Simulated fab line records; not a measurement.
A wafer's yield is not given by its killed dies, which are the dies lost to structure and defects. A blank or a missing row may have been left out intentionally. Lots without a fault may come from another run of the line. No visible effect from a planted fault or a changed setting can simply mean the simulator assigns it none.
fab line records | flow n5_finfet | part 2 of 2: steps 5 to 6 of 6
record: lots: 18 wafers: 54 last_day: 17
route steps=1938 shown FIN_SAQP@144 FIN_CUT@166 STI_FIN_REVEAL@191
lots with no fault: from the same line, run without faults
start_h: hours from the record's first day to the start of the lot's first wafer shown | wait_h: hours elapsed since this lot's preceding step | " repeats the value in the row above | L1.1+2: one row covering several wafers at once | - either no value or no given start | * or withheld: withheld | < > ~ a bound
route shown NAME@n: a module of which the file shows steps, and the number in the route of the first | usual: mean/standard deviation of fault-free wafers | same: alike in all rows | chamber/n: place in a boat | sites: per-site readings | _std_site: the standard deviation of these | _edge_site: inner sites' mean taken away from outer sites' mean | radius_mm: how far each site lies from the wafer's centre | mask NAME#n: copy n | behind: the tool/chamber that last shaped the wafer | hold: why the lot went on hold/how many hours it stayed there/how the hold came to an end | device: names the non-switching transistor (n, p or np) | end of line: tests run on the same wafers once the route is complete | a step without rows: its recipe alone | killed: the dies lost at the first sort to structure and to defects; this is not the yield of the wafer | map: a wafer's dies, marking killed ones x, the rest . and places with no die _
set.NAME: the setting as run; set.NAME@STEP: as run at that earlier step | model.NAME: the simulator's own value behind a step, which no gauge read
the route's steps for a sample of lots (tables are steps, rows are wafers)
services: when a tool's chamber went out of use (start_h, in hours from the record's first day, below 0 if earlier), for how many hours, and the reason
== steps ==
step: N5_STI_FIN_REVEAL_STRIP_24
recipe: chemistry: N2/H2 time_s: 90 power_w: 100 temp_c: 40 pressure_mtorr: 100 rf_frequency_hz: 6e+07 bias_power_w: 3 n2_flow_sccm: 300 h2_flow_sccm: 300
usual: bias_power_w: 3.000/0.0085 drypump_motor_current_A: 5.7/0.36 n2_flow_sccm: 300.0/0.88 oes_product_au: 0.74/0.067 rf_vpp_V: 45.4/1 showerhead_plenum_p_Torr: 3.37/0.12 throttle_valve_pct: 12.38/0.27
columns lot.wafer tool chamber start_h wait_h bias_power_w drypump_motor_current_A n2_flow_sccm oes_product_au rf_hours_counter_h rf_vpp_V showerhead_plenum_p_Torr throttle_valve_pct
L074.3 rie_diel-06 0 33.44 0.0 2.997 6.5 298.8 0.82 84 46.8 3.28 12.02
L074.5 " 3 " " 3.002 5.5 298.4 0.69 - 44.5 3.33 12.80
L074.6 " 2 " " 2.979 5.3 300.0 0.72 - 46.7 3.47 12.38
L075.1 rie_diel-03 0 40.70 0.0 3.018 5.4 300.2 0.77 133 45.7 3.25 12.20
L075.2 " 1 " " 3.011 5.7 299.7 0.72 198 44.8 3.51 12.69
L075.6 " 0 " " 3.027 5.3 300.1 0.77 - 45.6 3.25 12.20
L076.4 rie_diel-06 2 45.97 0.0 3.019 5.3 299.9 0.71 210 45.7 3.47 12.40
L076.5 " 2 " " 3.018 5.3 299.5 0.71 - 45.9 3.47 12.40
L076.6 " 3 " " 3.007 5.5 299.3 0.67 - 47.1 3.33 12.81
L078.3 rie_diel-03 2 58.41 0.0 2.999 5.8 301.3 0.71 228 44.2 3.20 12.64
L078.4 " 2 " " 3.003 5.8 300.2 0.70 - 46.1 3.20 12.64
L078.6 " 0 " " 2.989 5.3 300.7 0.77 - 44.2 3.24 12.23
L079.2 rie_diel-06 2 63.83 0.0 2.998 5.3 300.4 0.71 217 46.5 3.47 12.41
L079.3 " 0 " " 2.991 6.5 300.4 0.80 93 44.2 3.28 12.06
L079.4 " 1 " " 3.003 5.5 300.2 0.70 233 45.7 3.34 12.31
L081.1 rie_diel-03 3 75.36 0.0 3.003 6.6 298.7 0.87 36 46.9 3.55 11.77
L081.4 " 1 " " 2.987 5.7 301.2 0.70 211 44.9 3.51 12.71
L081.5 " 3 " " 2.998 6.6 300.3 0.86 - 46.1 3.55 11.79
L082.1 rie_diel-03 0 85.43 0.0 2.994 5.3 300.1 0.76 150 44.9 3.24 12.25
L082.3 " 2 " " 2.982 5.7 299.1 0.69 237 44.3 3.19 12.67
L082.4 " 1 " " 2.989 5.7 301.5 0.70 215 46.1 3.50 12.71
L083.3 rie_diel-06 3 89.61 0.0 2.994 5.5 300.3 0.66 246 45.1 3.32 12.85
L083.5 " 1 " " 3.003 5.4 299.3 0.71 - 46.8 3.34 12.33
L083.6 " 2 " " 2.990 5.3 301.0 0.70 - 45.8 3.46 12.42
L084.2 rie_diel-01 0 96.43 0.0 2.995 5.5 299.4 0.76 147 44.9 3.52 12.29
L084.3 " 3 " " 3.012 5.5 301.7 0.75 166 45.3 3.35 12.16
L084.5 " 0 " " 2.994 5.5 300.5 0.76 - 45.7 3.52 12.31
L086.1 rie_diel-01 1 111.42 0.0 3.014 5.4 300.2 0.72 193 43.3 3.22 12.69
L086.5 " 0 " " 2.989 5.5 298.6 0.76 - 47.5 3.52 12.32
L086.6 " 3 " " 3.005 5.5 300.6 0.75 - 47.3 3.35 12.17
L088.1 rie_diel-01 2 118.96 0.0 3.003 5.8 298.7 0.71 183 46.1 3.37 12.31
L088.5 " 1 " " 3.007 5.3 300.1 0.72 - 45.3 3.22 12.70
L088.6 " 2 " " 3.000 5.8 300.2 0.71 - 43.1 3.37 12.31
L089.2 rie_diel-03 1 124.15 0.0 2.982 5.7 300.1 0.69 229 45.9 3.50 12.75
L089.5 " 1 " " 3.002 5.7 300.3 0.69 - 44.3 3.50 12.76
L089.6 " 3 " " 2.992 6.6 300.5 0.85 - 45.7 3.54 11.84
L090.1 rie_diel-06 0 132.36 0.0 3.000 6.5 301.5 0.79 113 46.7 3.27 12.13
L090.3 " 2 " " 2.997 5.3 300.2 0.71 237 44.1 3.45 12.46
L090.4 " 3 " " 2.996 5.6 300.7 0.98 - 45.0 3.32 12.21
L091.1 rie_diel-06 0 136.76 0.0 2.998 6.5 300.5 0.78 115 43.9 3.27 12.12
L091.2 " 2 " " 3.003 5.3 301.1 0.70 239 45.7 3.45 12.46
L091.3 " 3 " " 2.996 5.6 300.0 0.96 4 43.0 3.32 12.20
L092.1 rie_diel-01 2 142.45 0.0 2.995 5.9 298.6 0.69 190 44.5 3.37 12.34
L092.4 " 3 " " 3.000 5.5 298.9 0.74 183 45.3 3.34 12.19
L092.6 " 0 " " 3.007 5.5 297.9 0.75 - 45.9 3.51 12.34
L093.1 rie_diel-03 3 147.61 0.0 2.996 6.6 299.5 0.85 62 45.5 3.54 11.85
L093.2 " 0 " " 2.998 5.4 300.2 0.74 170 44.4 3.23 12.31
L093.4 " 1 " " 3.006 5.7 299.8 0.69 238 45.5 3.49 12.78
L094.1 rie_diel-03 3 153.28 0.0 3.015 6.6 299.8 0.84 63 46.1 3.54 11.85
L094.5 " 2 " " 3.004 5.8 299.8 0.97 - 44.7 3.59 12.06
L094.6 " 1 " " 3.000 5.7 299.5 0.69 - 46.4 3.49 12.80
L095.3 rie_diel-01 0 159.95 0.0 3.002 5.5 299.9 0.74 169 46.3 3.51 12.37
L095.5 " 0 " " 2.995 5.5 300.7 0.74 - 45.8 3.51 12.35
L095.6 " 3 " " 3.000 5.5 299.8 0.74 - 46.1 3.34 12.21
step: N5_STI_FIN_REVEAL_INSPECT_13
recipe: inspect_instrument: darkfield mode: post_clean
usual: raw_defect_count: 14/6
columns lot.wafer tool chamber start_h wait_h raw_defect_count
L074.3 defect_inspect-01 - 36.63 0.0 10
L074.5 " - " " 11
L074.6 " - " " 11
L075.1 defect_inspect-01 - 44.41 0.0 16
L075.2 " - " " 10
L075.6 " - " " 15
L076.4 defect_inspect-01 - 50.74 0.0 15
L076.5 " - " " 14
L076.6 " - " " 13
L078.3 defect_inspect-02 - 61.60 0.0 10
L078.4 " - " " 8
L078.6 " - " " 8
L079.2 defect_inspect-02 - 67.01 0.0 22
L079.3 " - " " 25
L079.4 " - " " 16
L081.1 defect_inspect-02 - 78.45 0.0 11
L081.4 " - " " 15
L081.5 " - " " 8
L082.1 defect_inspect-01 - 88.77 0.0 13
L082.3 " - " " 22
L082.4 " - " " 16
L083.3 defect_inspect-01 - 92.62 0.0 4
L083.5 " - " " 4
L083.6 " - " " 14
L084.2 defect_inspect-02 - 99.43 0.0 27
L084.3 " - " " 16
L084.5 " - " " 20
L086.1 defect_inspect-02 - 114.69 0.0 20
L086.5 " - " " 14
L086.6 " - " " 15
L088.1 defect_inspect-02 - 122.04 0.0 8
L088.5 " - " " 6
L088.6 " - " " 10
L089.2 defect_inspect-01 - 127.20 0.0 9
L089.5 " - " " 17
L089.6 " - " " 15
L090.1 defect_inspect-02 - 135.63 0.0 14
L090.3 " - " " 16
L090.4 " - " " 12
L091.1 defect_inspect-01 - 139.78 0.0 6
L091.2 " - " " 12
L091.3 " - " " 7
L092.1 defect_inspect-02 - 145.64 0.0 15
L092.4 " - " " 16
L092.6 " - " " 17
L093.1 defect_inspect-02 - 150.97 0.0 19
L093.2 " - " " 12
L093.4 " - " " 12
L094.1 defect_inspect-01 - 156.46 0.0 10
L094.5 " - " " 10
L094.6 " - " " 11
L095.3 defect_inspect-02 - 163.14 0.0 11
L095.5 " - " " 39
L095.6 " - " " 13
== services ==
columns tool chamber start_h hours kind
rie_diel-04 0 7.90 6.5 repair
rie_diel-04 - 9.25 0.3 repair
rie_diel-03 2 13.72 2.6 repair
rie_diel-02 2 31.13 - clean
rie_diel-02 2 31.13 - consumable_replace:focus_ring
rie_diel-02 2 31.13 - consumable_replace:showerhead
rie_diel-02 2 31.13 14.0 scheduled_down
rie_diel-02 2 31.13 14.0 vent_cycle
rie_diel-03 3 33.53 33.0 repair
rie_diel-05 0 44.41 2.8 repair
rie_diel-05 1 45.34 8.6 repair
rie_si-05 1 52.46 7.0 repair
rie_si-04 - 68.62 2.7 repair
rie_diel-04 1 80.68 3.3 repair
rie_si-05 3 85.47 14.4 repair
rie_diel-01 1 95.89 7.1 repair
rie_diel-02 - 110.04 15.6 pm
rie_si-04 0 115.10 8.9 repair
rie_si-02 3 117.12 13.7 repair
rie_si-04 1 121.01 2.2 repair
rie_diel-06 - 127.09 0.4 repair
rie_diel-04 3 138.80 6.5 repair
rie_si-05 2 142.14 3.9 repair
rie_diel-02 2 146.85 7.3 repair
